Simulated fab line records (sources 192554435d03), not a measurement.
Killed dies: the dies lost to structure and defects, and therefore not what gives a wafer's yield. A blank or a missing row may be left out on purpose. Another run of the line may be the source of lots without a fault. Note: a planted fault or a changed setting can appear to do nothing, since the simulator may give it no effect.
Which of the tools did it? -- flow n5_finfet -- 22 lots, 66 wafers sampled, at 6 steps of a route of 1938

## WHAT THE GAUGES SHOWED, per wafer
N5_BEOL_M8_RS_MEAS_57: the measuring method here is four-point-probe.
lot,measured,on,M8_RS (ohm/sq)
L075,day 10 06:41,film_metro-02,0.276 0.290 0.287
L076,day 11 01:37,film_metro-02,0.275 0.283 0.275
L077,day 11 04:02,film_metro-02,0.285 0.275 0.293
L078,day 11 06:13,film_metro-01,0.274 0.282 0.280
L081,day 11 14:48,film_metro-02,0.274 0.280 0.277
L082,day 12 03:33,film_metro-01,0.282 0.288 0.281
L080,day 12 05:04,film_metro-01,0.296 0.285 0.289
L079,day 12 06:35,film_metro-02,0.297 0.279 0.278
L084,day 12 08:49,film_metro-01,0.281 0.275 0.289
L083,day 12 18:19,film_metro-02,0.291 0.303 0.283
L086,day 12 22:10,film_metro-02,0.285 0.286 0.283
L085,day 13 01:41,film_metro-02,0.300 0.280 0.298
L090,day 13 14:43,film_metro-02,0.296 0.287 0.283
L087,day 13 15:34,film_metro-01,0.293 0.278 0.291
L088,day 13 20:46,film_metro-02,0.278 0.288 0.280
L089,day 14 02:22,film_metro-01,0.302 0.288 0.301
L091,day 14 11:43,film_metro-01,0.283 0.295 0.289
L093,day 14 14:26,film_metro-01,0.288 0.292 0.294
L094,day 15 05:55,film_metro-02,0.293 0.293 0.299
L095,day 15 17:36,film_metro-01,0.280 0.284 0.299
L097,day 15 20:04,film_metro-01,0.291 0.292 0.284
L096,day 15 20:37,film_metro-01,0.278 0.284 0.266

## EACH LOT AND THE TOOL THAT RAN IT (in order: tool; ch and the chambers of the sampled wafers; start)
lot,N5_BEOL_M7_STRIP_36,N5_BEOL_M7_TRENCH_ETCH_37,N5_BEOL_M8_ETCH_72,N5_BEOL_M8_ETCH_41,N5_BEOL_M8_SURFACE_TREAT_79
L075,"rie_diel-04 ch 0,1,2, day 9 19:03","rie_diel-04 ch 0,1,2, day 10 03:59 or earlier","rie_diel-01 ch 1,2, day 10 03:59","rie_diel-01 ch 1,2, day 10 05:29 or earlier","pvd_sputter-02, day 10 05:29"
L076,"rie_diel-04 ch 2,3, day 10 11:41","rie_diel-04 ch 2,3, day 10 22:38 or earlier","rie_diel-02 ch 1,2,3, day 10 22:38","rie_diel-02 ch 1,2,3, day 11 00:16 or earlier","pvd_sputter-02, day 11 00:16"
L077,"rie_diel-06 ch 0,1,2, day 10 12:10","rie_diel-06 ch 0,1,2, day 10 22:36 or earlier","rie_diel-01 ch 0,1,3, day 10 22:36","rie_diel-01 ch 0,1,3, day 11 00:30 or earlier","pvd_sputter-03, day 11 00:30"
L078,"rie_diel-04 ch 1,2,3, day 10 14:04","rie_diel-04 ch 1,2,3, day 11 03:08 or earlier","rie_diel-02 ch 0,1,2, day 11 03:08","rie_diel-02 ch 0,1,2, day 11 05:03 or earlier","pvd_sputter-03, day 11 05:03"
L081,"rie_diel-03 ch 2,3, day 11 04:35","rie_diel-03 ch 2,3, day 11 11:56 or earlier","rie_diel-05 ch 0,3, day 11 11:56","rie_diel-05 ch 0,3, day 11 13:35 or earlier","pvd_sputter-02, day 11 13:35"
L082,"rie_diel-04 ch 0,1, day 11 16:02","rie_diel-04 ch 0,1, day 11 22:22 or earlier","rie_diel-05 ch 1,3, day 11 22:22","rie_diel-05 ch 1,3, day 12 02:02 or earlier","pvd_sputter-01, day 12 02:02"
L080,"rie_diel-03 ch 0,1,3, day 11 19:46","rie_diel-03 ch 0,1,3, day 12 02:22 or earlier","rie_diel-01 ch 0,2,3, day 12 02:22","rie_diel-01 ch 0,2,3, day 12 03:46 or earlier","pvd_sputter-01, day 12 03:46"
L079,"rie_diel-03 ch 0,1,2, day 11 20:10","rie_diel-03 ch 0,1,2, day 12 03:42 or earlier","rie_diel-01 ch 1,2,3, day 12 03:42","rie_diel-01 ch 1,2,3, day 12 05:08 or earlier","pvd_sputter-03, day 12 05:08"
L084,"rie_diel-06 ch 0,1, day 11 22:26","rie_diel-06 ch 0,1, day 12 04:40 or earlier","rie_diel-05 ch 0,3, day 12 04:40","rie_diel-05 ch 0,3, day 12 07:33 or earlier","pvd_sputter-03, day 12 07:33"
L083,"rie_diel-06 ch 0,1,3, day 12 04:55","rie_diel-06 ch 0,1,3, day 12 15:32 or earlier","rie_diel-02 ch 1,2,3, day 12 15:32","rie_diel-02 ch 1,2,3, day 12 17:08 or earlier","pvd_sputter-03, day 12 17:08"
L086,"rie_diel-03 ch 0,3, day 12 12:31","rie_diel-03 ch 0,3, day 12 19:04 or earlier","rie_diel-02 ch 0,1, day 12 19:04","rie_diel-02 ch 0,1, day 12 20:45 or earlier","pvd_sputter-01, day 12 20:45"
L085,"rie_diel-06 ch 1,2, day 12 12:50","rie_diel-06 ch 1,2, day 12 22:34 or earlier","rie_diel-05 ch 0,2, day 12 22:34","rie_diel-05 ch 0,2, day 13 00:12 or earlier","pvd_sputter-01, day 13 00:12"
L090,"rie_diel-06 ch 0,1,3, day 13 04:52","rie_diel-06 ch 0,1,3, day 13 11:49 or earlier","rie_diel-01 ch 2,3, day 13 11:49","rie_diel-01 ch 2,3, day 13 13:26 or earlier","pvd_sputter-01, day 13 13:26"
L087,"rie_diel-03 ch 0,1,2, day 13 05:03","rie_diel-03 ch 0,1,2, day 13 12:40 or earlier","rie_diel-01 ch 0,1, day 13 12:40","rie_diel-01 ch 0,1, day 13 14:18 or earlier","pvd_sputter-02, day 13 14:18"
L088,"rie_diel-04 ch 2,3, day 13 12:16","rie_diel-04 ch 2,3, day 13 18:00 or earlier","rie_diel-02 ch 0,3, day 13 18:00","rie_diel-02 ch 0,3, day 13 19:23 or earlier","pvd_sputter-01, day 13 19:23"
L089,"rie_diel-03 ch 2,3, day 13 15:29","rie_diel-03 ch 2,3, day 13 23:11 or earlier","rie_diel-01 ch 0,2,3, day 13 23:11","rie_diel-01 ch 0,2,3, day 14 00:50 or earlier","pvd_sputter-03, day 14 00:50"
L091,"rie_diel-06 ch 0,3, day 13 23:31","rie_diel-06 ch 0,3, day 14 07:32 or earlier","rie_diel-01 ch 1,2,3, day 14 07:32","rie_diel-01 ch 1,2,3, day 14 09:19 or earlier","pvd_sputter-03, day 14 09:19"
L093,"rie_diel-04 ch 1,2,3, day 14 00:05","rie_diel-04 ch 1,2,3, day 14 09:34 or earlier","rie_diel-02 ch 1, day 14 09:34","rie_diel-02 ch 1, day 14 13:13 or earlier","pvd_sputter-02, day 14 13:13"
L094,"rie_diel-06 ch 0,3, day 14 19:14","rie_diel-06 ch 0,3, day 15 01:58 or earlier","rie_diel-01 ch 0,2, day 15 01:58","rie_diel-01 ch 0,2, day 15 04:38 or earlier","pvd_sputter-01, day 15 04:38"
L095,"rie_diel-04 ch 0,2,3, day 15 04:11","rie_diel-04 ch 0,2,3, day 15 13:02 or earlier","rie_diel-01 ch 0,1, day 15 13:02","rie_diel-01 ch 0,1, day 15 14:47 or earlier","pvd_sputter-02, day 15 14:47"
L097,"rie_diel-06 ch 0,1,3, day 15 06:40","rie_diel-06 ch 0,1,3, day 15 16:47 or earlier","rie_diel-02 ch 0,1,2, day 15 16:47","rie_diel-02 ch 0,1,2, day 15 18:45 or earlier","pvd_sputter-01, day 15 18:45"
L096,"rie_diel-06 ch 0,2, day 15 09:41","rie_diel-06 ch 0,2, day 15 17:13 or earlier","rie_diel-05 ch 0,1,3, day 15 17:13","rie_diel-05 ch 0,1,3, day 15 19:09 or earlier","pvd_sputter-01, day 15 19:09"
- N5_BEOL_M7_STRIP_36: strips in N2/H2.
- N5_BEOL_M7_TRENCH_ETCH_37: etches SiCOH lowk in C4F6/O2, target depth 93.478 nm, time 31.2 s.
- N5_BEOL_M8_ETCH_72: etches underlayer in N2/H2, target depth 6.5 nm, time 5.2 s.
- N5_BEOL_M8_ETCH_41: etches SiCN in CH3F/O2, target depth 31.9 nm, time 57.8 s.
- N5_BEOL_M8_SURFACE_TREAT_79

## WHAT THE TOOLS THEMSELVES READ (means of the sampled wafers that have a number; where no wafer has one, the mark that the record gives instead)
N5_BEOL_M7_STRIP_36.
lot,tool,drypump_motor_current_A (A),oes_product_au (a.u.),rf_vpp_V (V),showerhead_plenum_p_Torr (Torr),throttle_valve_pct (%)
L075,rie_diel-04,6.3,0.75,59.5,2.61,23.6
L076,rie_diel-04,6.1,0.69,59.0,2.62,24.0
L077,rie_diel-06,5.4,0.74,60.2,2.50,23.8
L078,rie_diel-04,6.0,0.71,59.5,2.62,23.7
L081,rie_diel-03,5.9,0.84,58.8,2.50,23.2
L082,rie_diel-04,6.2,0.80,59.7,2.60,23.4
L080,rie_diel-03,6.1,0.85,59.2,2.61,23.6
L079,rie_diel-03,5.9,0.82,58.3,2.56,23.7
L084,rie_diel-06,5.3,0.71,59.7,2.52,24.0
L083,rie_diel-06,5.6,0.70,59.6,2.48,24.0
L086,rie_diel-03,6.2,0.93,58.9,2.60,23.5
L085,rie_diel-06,5.4,0.74,60.4,2.50,23.9
L090,rie_diel-06,5.6,0.69,59.0,2.48,24.0
L087,rie_diel-03,5.9,0.81,59.8,2.56,23.7
L088,rie_diel-04,5.7,0.79,60.9,2.62,23.9
L089,rie_diel-03,5.9,0.82,59.0,2.49,23.3
L091,rie_diel-06,5.8,0.67,59.5,2.43,24.0
L093,rie_diel-04,6.0,0.78,60.0,2.62,23.7
L094,rie_diel-06,5.6,0.67,57.5,2.46,24.0
L095,rie_diel-04,5.9,0.81,57.9,2.59,23.7
L097,rie_diel-06,5.6,0.69,58.8,2.47,24.0
L096,rie_diel-06,5.5,0.73,58.6,2.46,23.7

N5_BEOL_M7_TRENCH_ETCH_37.
lot,tool,C4F6_flow_sccm (sccm),drypump_motor_current_A (A),oes_product_au (a.u.),rf_vpp_V (V),showerhead_plenum_p_Torr (Torr),throttle_valve_pct (%)
L075,rie_diel-04,10.03,6.3,0.76,673,2.92,20.90
L076,rie_diel-04,10.02,6.0,0.69,668,2.91,21.23
L077,rie_diel-06,10.02,5.4,0.75,661,2.81,21.10
L078,rie_diel-04,9.98,6.0,0.71,665,2.94,21.19
L081,rie_diel-03,10.01,5.9,0.84,665,2.83,20.76
L082,rie_diel-04,10.04,6.2,0.79,676,2.90,20.64
L080,rie_diel-03,10.00,6.1,0.85,667,2.91,20.81
L079,rie_diel-03,10.04,5.9,0.83,665,2.87,20.97
L084,rie_diel-06,10.02,5.3,0.72,657,2.85,21.20
L083,rie_diel-06,9.99,5.5,0.70,657,2.79,21.24
L086,rie_diel-03,10.01,6.2,0.93,673,2.91,20.77
L085,rie_diel-06,10.00,5.4,0.73,653,2.82,21.04
L090,rie_diel-06,10.03,5.6,0.69,657,2.79,21.25
L087,rie_diel-03,10.04,5.9,0.80,665,2.87,20.98
L088,rie_diel-04,10.01,5.7,0.78,667,2.92,21.14
L089,rie_diel-03,9.98,5.9,0.82,665,2.82,20.79
L091,rie_diel-06,9.99,5.8,0.67,657,2.73,21.29
L093,rie_diel-04,10.00,6.1,0.77,665,2.93,21.09
L094,rie_diel-06,10.03,5.6,0.68,665,2.77,21.36
L095,rie_diel-04,9.98,5.9,0.80,672,2.89,20.88
L097,rie_diel-06,9.97,5.5,0.68,657,2.78,21.26
L096,rie_diel-06,10.02,5.5,0.73,663,2.76,21.08

N5_BEOL_M8_ETCH_72.
lot,tool,drypump_motor_current_A (A),etch_rf_on_time_s (s),oes_product_au (a.u.),rf_vpp_V (V),showerhead_plenum_p_Torr (Torr),throttle_valve_pct (%)
L075,rie_diel-01,5.3,5.14,0.63,521.6,2.50,17.96
L076,rie_diel-02,6.1,5.17,0.72,526.8,2.65,17.79
L077,rie_diel-01,6.0,5.16,0.67,523.6,2.55,17.77
L078,rie_diel-02,6.1,5.18,0.67,526.3,2.63,17.73
L081,rie_diel-05,5.8,5.03,0.84,525.4,2.62,17.63
L082,rie_diel-05,6.3,5.10,0.75,526.3,2.65,17.56
L080,rie_diel-01,5.6,5.31,0.63,520.9,2.47,17.80
L079,rie_diel-01,5.4,5.18,0.66,522.8,2.52,17.85
L084,rie_diel-05,6.0,5.05,0.83,526.7,2.67,17.60
L083,rie_diel-02,6.1,5.08,0.72,526.2,2.65,17.80
L086,rie_diel-02,6.4,5.20,0.69,527.0,2.66,17.56
L085,rie_diel-05,5.6,5.23,0.65,526.0,2.61,18.04
L090,rie_diel-01,5.0,5.18,0.65,521.1,2.45,17.73
L087,rie_diel-01,6.6,5.17,0.63,523.9,2.56,17.94
L088,rie_diel-02,6.1,5.16,0.68,527.4,2.65,17.74
L089,rie_diel-01,5.6,5.29,0.62,522.0,2.46,17.83
L091,rie_diel-01,5.4,5.16,0.64,522.7,2.51,17.89
L093,rie_diel-02,6.5,5.16,0.72,527.2,2.69,17.58
L094,rie_diel-01,6.2,5.41,0.58,521.1,2.47,17.95
L095,rie_diel-01,6.4,5.12,0.63,525.5,2.60,18.01
L097,rie_diel-02,6.2,5.20,0.73,525.0,2.61,17.62
L096,rie_diel-05,6.1,5.17,0.77,525.5,2.59,17.51

N5_BEOL_M8_ETCH_41.
lot,tool,CH3F_flow_sccm (sccm),drypump_motor_current_A (A),oes_product_au (a.u.),rf_vpp_V (V),showerhead_plenum_p_Torr (Torr),throttle_valve_pct (%)
L075,rie_diel-01,30.07,5.3,0.74,297.2,1.97,16.33
L076,rie_diel-02,30.04,6.1,0.85,299.3,2.08,16.19
L077,rie_diel-01,30.03,6.0,0.79,297.8,2.02,16.32
L078,rie_diel-02,29.91,6.1,0.80,298.7,2.06,16.09
L081,rie_diel-05,29.98,5.8,0.98,299.2,2.09,16.16
L082,rie_diel-05,29.89,6.3,0.88,299.0,2.07,15.97
L080,rie_diel-01,29.96,5.6,0.74,295.5,1.95,16.36
L079,rie_diel-01,30.10,5.4,0.77,297.1,1.98,16.29
L084,rie_diel-05,29.92,6.0,0.96,299.3,2.11,16.06
L083,rie_diel-02,29.96,6.1,0.83,297.5,2.08,16.22
L086,rie_diel-02,30.01,6.4,0.80,299.4,2.09,16.02
L085,rie_diel-05,29.95,5.5,0.76,298.7,2.06,16.54
L090,rie_diel-01,29.94,5.0,0.77,295.0,1.93,16.25
L087,rie_diel-01,30.03,6.6,0.73,298.2,2.02,16.50
L088,rie_diel-02,30.02,6.1,0.80,299.6,2.10,16.33
L089,rie_diel-01,30.01,5.6,0.72,296.1,1.94,16.39
L091,rie_diel-01,29.93,5.4,0.75,296.8,1.98,16.32
L093,rie_diel-02,29.94,6.5,0.84,299.8,2.11,16.01
L094,rie_diel-01,30.09,6.2,0.68,296.5,1.96,16.53
L095,rie_diel-01,29.99,6.3,0.74,298.4,2.05,16.47
L097,rie_diel-02,30.04,6.1,0.84,298.4,2.04,16.00
L096,rie_diel-05,30.00,6.1,0.90,297.9,2.04,15.99

## THE ANSWER, worked out from the rows above alone
Rule: what is usual is taken from the lots themselves. The widest of any qualifying gaps counts: lots, ordered by their means at a reading, are off when they make up no more than a third of the lots, leave a main group of 4 or more, and stand apart from it by 3 or more times the standard deviation of that group's means. A main group is skipped when, at the precision printed for the reading in the tables above, its means are all equal. A lot without any number at a reading at which 4 lots or more have one is off too. Where the step has rows for the other lots, those lots are counted as sound. After the gauges, taken in route order, come the tools' own readings; for these a lot's mean is taken, as printed above. At the first step where some lot is off, the reading lying furthest off is the one used; lots without a number count as furthest.
No lot is off on any of the readings shown, so nothing can be concluded from this.

## WHAT HAD BEEN PUT IN BY THE SIMULATOR
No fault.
